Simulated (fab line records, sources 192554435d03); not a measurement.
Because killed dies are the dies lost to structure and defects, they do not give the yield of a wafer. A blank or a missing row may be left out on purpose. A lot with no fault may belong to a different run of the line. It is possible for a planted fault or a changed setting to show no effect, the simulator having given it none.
Split-lot trial	flow n5 finfet	route with 1938 steps; 7 lots, 21 wafers read

## THE SPLIT
At N5_BEOL_M13_TRENCH_ETCH_34 (etches SiOC in C4F8/O2/Ar, target depth 413.47 nm, time 162.6 s), the setting time s was moved away from the recipe's 162.6 s on 5 of the 21 wafers read, by -16.5% to +18.7%. This setting was run at the recipe's value on the other wafers.

## FROM THE SPLIT TO THE READING: what the file shows between them, 10 steps
- N5_BEOL_M13_STRIP_70: strips in C4F8/O2/Ar
- N5_BEOL_M13_OCD_MEAS_35
- N5_BEOL_M13_STRIP_37: strips in N2/H2
- N5_BEOL_M13_ETCH_38: etches SiCN in CF4/N2, target depth 67.5 nm, time 71.9 s
- N5_BEOL_M13_ECD_47: material Cu, target thk 936 nm
- N5_BEOL_M13_ANNEAL_48: time 90 s
- N5_BEOL_M13_CMP_49: polishes, stops on SiOC, t overpolish 17.1 s, target thk 420 nm
- N5_BEOL_M13_THK_MEAS_50: measures by xrf
- N5_BEOL_M13_PRE_CLEAN_52: time 15 s
- N5_BEOL_M13_DEP_53: deposits SiCN from 3MS/NH3, target thk 50 nm, time 17.8 s

## THE READING
M13_RS, in ohm/sq, at N5_BEOL_M13_RS_MEAS_54 (measures by four-point-probe). Typical for fault-free wafers on this fab line: 0.0448 ohm/sq, with standard deviation 0.00072 ohm/sq.

wafer	tool, chamber at the split	time s as run, s	against the recipe	M13_RS, ohm/sq	against lot-mates on the recipe
L078.1	rie diel-05, 1	162.6	recipe	0.0455	-
L078.4	rie diel-05, 0	162.6	recipe	0.0448	-
L078.6	rie diel-05, 2	162.6	recipe	0.0443	-
L083.1	rie diel-01, 1	135.7	-16.5%	0.0533	+0.0096
L083.2	rie diel-01, 0	135.7	-16.5%	0.0538	+0.0101
L083.4	rie diel-01, 3	162.6	recipe	0.0437	-
L089.3	rie diel-04, 2	162.6	recipe	0.0456	-
L089.4	rie diel-04, 1	162.6	recipe	0.0455	-
L089.6	rie diel-04, 3	162.6	recipe	0.0438	-
L090.1	rie diel-04, 1	193	+18.7%	0.0379	-0.0057
L090.2	rie diel-04, 3	162.6	recipe	0.0438	-
L090.5	rie diel-04, 3	162.6	recipe	0.0434	-
L092.2	rie diel-04, 3	162.6	recipe	0.0440	-
L092.5	rie diel-04, 3	162.6	recipe	0.0439	-
L092.6	rie diel-04, 0	150.7	-7.3%	0.0484	+0.0044
L096.3	rie diel-04, 0	162.6	recipe	0.0453	-
L096.4	rie diel-04, 2	162.6	recipe	0.0463	-
L096.6	rie diel-04, 0	162.6	recipe	0.0456	-
L097.2	rie diel-04, 3	162.6	recipe	0.0440	-
L097.3	rie diel-04, 0	148.8	-8.5%	0.0490	+0.0041
L097.4	rie diel-04, 2	162.6	recipe	0.0458	-

THE FIT
A straight line over all 21 wafers: M13_RS changes by -0.000466 ohm/sq for each +1% of time s; r = -0.96; the points scatter about the line by 0.00099 ohm/sq.
The same after taking each lot's own level away (the mean of its wafers on the recipe; 21 wafers): -0.000477 ohm/sq for each +1%; r = -0.96; scatter 0.001 ohm/sq.
Per that fit: largest time s move, reading shift of 0.0089 ohm/sq.
The span of the lots' own levels, 0.04360 to 0.04573 ohm/sq, comes to 3.0 times the standard deviation stated above.
So the lot-to-lot level changes the slope little: the two slopes agree.
Check: -0.011 ohm/sq against its lot-mates is what the line predicts for one of the wafers moved furthest among these (+18.7%) when that wafer is left out of the fit. It came out at -0.0057 ohm/sq against them.

## THE WHOLE CHAIN: every reading that the file lists as answering this split, in the file's order
step	what it does	reading	change (the file's fit)	r (the file's)
N5_BEOL_M13_TRENCH_ETCH_34	etches SiOC in C4F8/O2/Ar, target depth 413.47 nm, time 162.6 s	etch.depth nm (the simulator's own value, which no gauge read)	+4.1 nm for each +1% of the setting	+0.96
N5_BEOL_M13_OCD_MEAS_35		trench depth nm	+4.12 nm for each +1% of the setting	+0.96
N5_BEOL_M13_CMP_49	polishes, stops on SiOC, t overpolish 17.1 s, target thk 420 nm	Cu_of_BEOL_M13_ECD_47.thk nm (the simulator's own value, which no gauge read)	+4.04 nm for each +1% of the setting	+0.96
N5_BEOL_M13_THK_MEAS_50	measures by xrf	M13_THK	+4.42 for each +1% of the setting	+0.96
N5_BEOL_M13_RS_MEAS_54	measures by four-point-probe	M13_RS	-0.000452 for each +1% of the setting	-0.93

## THE FILE'S OWN FIT
M13_RS changes by -0.000452 ohm/sq for each +1% of time s, r = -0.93.
